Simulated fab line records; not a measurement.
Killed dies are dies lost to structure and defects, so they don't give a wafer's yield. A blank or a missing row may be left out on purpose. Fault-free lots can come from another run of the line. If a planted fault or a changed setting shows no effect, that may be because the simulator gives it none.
Matching of chambers / flow n5_finfet / 3 sister chambers for N5_BEOL_M0_SAQP_PECVD_03 on pecvd-04
The step deposits SiCN from 3MS/NH3, target thk 12 nm, time 21.1 s. 3 wafers are shown with their chamber, then 12 later ones without.

== EACH WAFER AND ITS CHAMBER ==
wafer=L090.4; chamber=2; showerhead_plenum_p_Torr (Torr)=3.668
wafer=L091.4; chamber=0; showerhead_plenum_p_Torr (Torr)=3.655
wafer=L091.5; chamber=1; showerhead_plenum_p_Torr (Torr)=3.690

== WAFERS WITH NO CHAMBER GIVEN ==
wafer=L093.3; showerhead_plenum_p_Torr (Torr)=3.705
wafer=L093.5; showerhead_plenum_p_Torr (Torr)=3.688
wafer=L093.6; showerhead_plenum_p_Torr (Torr)=3.655
wafer=L094.1; showerhead_plenum_p_Torr (Torr)=3.656
wafer=L094.2; showerhead_plenum_p_Torr (Torr)=3.666
wafer=L094.4; showerhead_plenum_p_Torr (Torr)=3.661
wafer=L096.1; showerhead_plenum_p_Torr (Torr)=3.690
wafer=L096.2; showerhead_plenum_p_Torr (Torr)=3.658
wafer=L096.3; showerhead_plenum_p_Torr (Torr)=3.668
wafer=L097.2; showerhead_plenum_p_Torr (Torr)=3.660
wafer=L097.4; showerhead_plenum_p_Torr (Torr)=3.659
wafer=L097.6; showerhead_plenum_p_Torr (Torr)=3.696

== WHICH CHAMBER EACH ONE RAN IN ==
wafer=L093.3; from the rows above=1; in truth=1
wafer=L093.5; from the rows above=1; in truth=1
wafer=L093.6; from the rows above=0; in truth=0
wafer=L094.1; from the rows above=0; in truth=0
wafer=L094.2; from the rows above=can't be placed: 2 or 0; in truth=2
wafer=L094.4; from the rows above=can't be placed: 0 or 2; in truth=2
wafer=L096.1; from the rows above=1; in truth=1
wafer=L096.2; from the rows above=can't be placed: 0 or 2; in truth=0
wafer=L096.3; from the rows above=2; in truth=2
wafer=L097.2; from the rows above=can't be placed: 0 or 2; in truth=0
wafer=L097.4; from the rows above=can't be placed: 0 or 2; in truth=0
wafer=L097.6; from the rows above=1; in truth=1
Placed correctly: 7 of 12. These rows do not allow placing 5 (true chamber among the candidates in 5). 0 placed wrongly.
How it was worked out, from the rows above alone: a wafer's distance from a chamber is the root of the sum, over the readings, of the square of ((its reading less the chamber's mean) divided by the reading's scatter). The wafer belongs to the nearest chamber; if the next one is less than 2 further off, it can't be placed. For every chamber, the mean is computed from those of its wafers that are shown. The scatter: with one shown wafer a chamber, the root of the mean of the squares of how far each hidden wafer lies from its nearest shown one.
